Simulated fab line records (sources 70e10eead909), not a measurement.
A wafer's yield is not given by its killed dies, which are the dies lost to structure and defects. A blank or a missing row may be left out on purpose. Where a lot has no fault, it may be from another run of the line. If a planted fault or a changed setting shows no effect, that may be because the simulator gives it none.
Which tool did it? || flow nand harc || 15 lots, 45 wafers sampled, at 1 step of a route of 1302

## WHAT THE GAUGES SHOWED, per wafer
NHARC_A_CONTACT_OVL_MEAS_70.
{"lot": "L422", "measured": "day 22 06:32", "on": "overlay-01", "overlay x nm (nm)": "-0.3 0.7 0.3", "overlay y nm (nm)": "0.5 0.9 0.6"}
{"lot": "L421", "measured": "day 22 08:38", "on": "overlay-01", "overlay x nm (nm)": "0.4 0.1 0.4", "overlay y nm (nm)": "-0.7 0.0 0.1"}
{"lot": "L424", "measured": "day 23 05:25", "on": "overlay-01", "overlay x nm (nm)": "-0.4 0.0 0.2", "overlay y nm (nm)": "-1.5 -1.1 -0.9"}
{"lot": "L425", "measured": "day 23 16:07", "on": "overlay-02", "overlay x nm (nm)": "1.2 0.6 1.1", "overlay y nm (nm)": "0.2 -0.2 -0.3"}
{"lot": "L427", "measured": "day 23 20:31", "on": "overlay-02", "overlay x nm (nm)": "0.7 0.1 0.8", "overlay y nm (nm)": "-0.5 -0.2 -0.3"}
{"lot": "L426", "measured": "day 25 00:41", "on": "overlay-02", "overlay x nm (nm)": "0.5 0.8 0.9", "overlay y nm (nm)": "1.3 1.8 0.9"}
{"lot": "L428", "measured": "day 25 18:50", "on": "overlay-02", "overlay x nm (nm)": "-1.4 -1.4 -1.3", "overlay y nm (nm)": "-0.1 0.2 -0.1"}
{"lot": "L429", "measured": "day 25 19:15", "on": "overlay-02", "overlay x nm (nm)": "-0.8 -0.6 -0.6", "overlay y nm (nm)": "-1.0 -0.9 -0.5"}
{"lot": "L430", "measured": "day 26 02:11", "on": "overlay-02", "overlay x nm (nm)": "-1.4 -0.1 -0.6", "overlay y nm (nm)": "0.1 -0.1 0.2"}
{"lot": "L433", "measured": "day 26 13:19", "on": "overlay-02", "overlay x nm (nm)": "-1.6 -2.2 -2.1", "overlay y nm (nm)": "0.9 1.5 1.5"}
{"lot": "L435", "measured": "day 27 13:34", "on": "overlay-02", "overlay x nm (nm)": "-0.9 -0.9 -1.4", "overlay y nm (nm)": "0.2 0.5 0.8"}
{"lot": "L434", "measured": "day 27 17:11", "on": "overlay-02", "overlay x nm (nm)": "-0.9 -0.5 -0.6", "overlay y nm (nm)": "0.0 0.3 0.7"}
{"lot": "L438", "measured": "day 28 17:14", "on": "overlay-02", "overlay x nm (nm)": "0.9 1.0 1.0", "overlay y nm (nm)": "-0.8 -0.7 -0.1"}
{"lot": "L439", "measured": "day 28 17:48", "on": "overlay-02", "overlay x nm (nm)": "0.4 0.4 0.1", "overlay y nm (nm)": "0.5 0.2 0.1"}
{"lot": "L440", "measured": "day 29 12:08", "on": "overlay-01", "overlay x nm (nm)": "0.4 0.4 0.5", "overlay y nm (nm)": "1.6 1.3 1.4"}

## WHICH TOOL RAN EACH LOT (tool, then ch and the chambers of the sampled wafers, then the start)
No process step before these readings appears in the record.

## AS READ BY THE TOOLS THEMSELVES (means over the sampled wafers that have a number; for cases with no such wafer, the mark the record gives instead)
The record holds no such reading with a usual standard deviation.

## THE ANSWER, worked out from the rows above alone
Rule: what is usual is taken from the lots themselves. The widest of any qualifying gaps counts: lots, ordered by their means at a reading, are off when they make up no more than a third of the lots, leave a main group of 4 or more, and stand apart from it by 3 or more times the standard deviation of that group's means. Not used: any main group whose means are identical at the precision the tables above print for the reading. Also off: a lot with no number at a reading for which 4 or more lots have one. The other lots that the step has rows for count as sound. First the gauges in route order, then the tools' own readings, where a lot's mean is used as printed above. At the first step where some lot is off, the reading lying furthest off is the one used; lots without a number count as furthest.
No lot is off at any reading shown: from this, nothing can be told.

## WHAT THE SIMULATOR PUT IN
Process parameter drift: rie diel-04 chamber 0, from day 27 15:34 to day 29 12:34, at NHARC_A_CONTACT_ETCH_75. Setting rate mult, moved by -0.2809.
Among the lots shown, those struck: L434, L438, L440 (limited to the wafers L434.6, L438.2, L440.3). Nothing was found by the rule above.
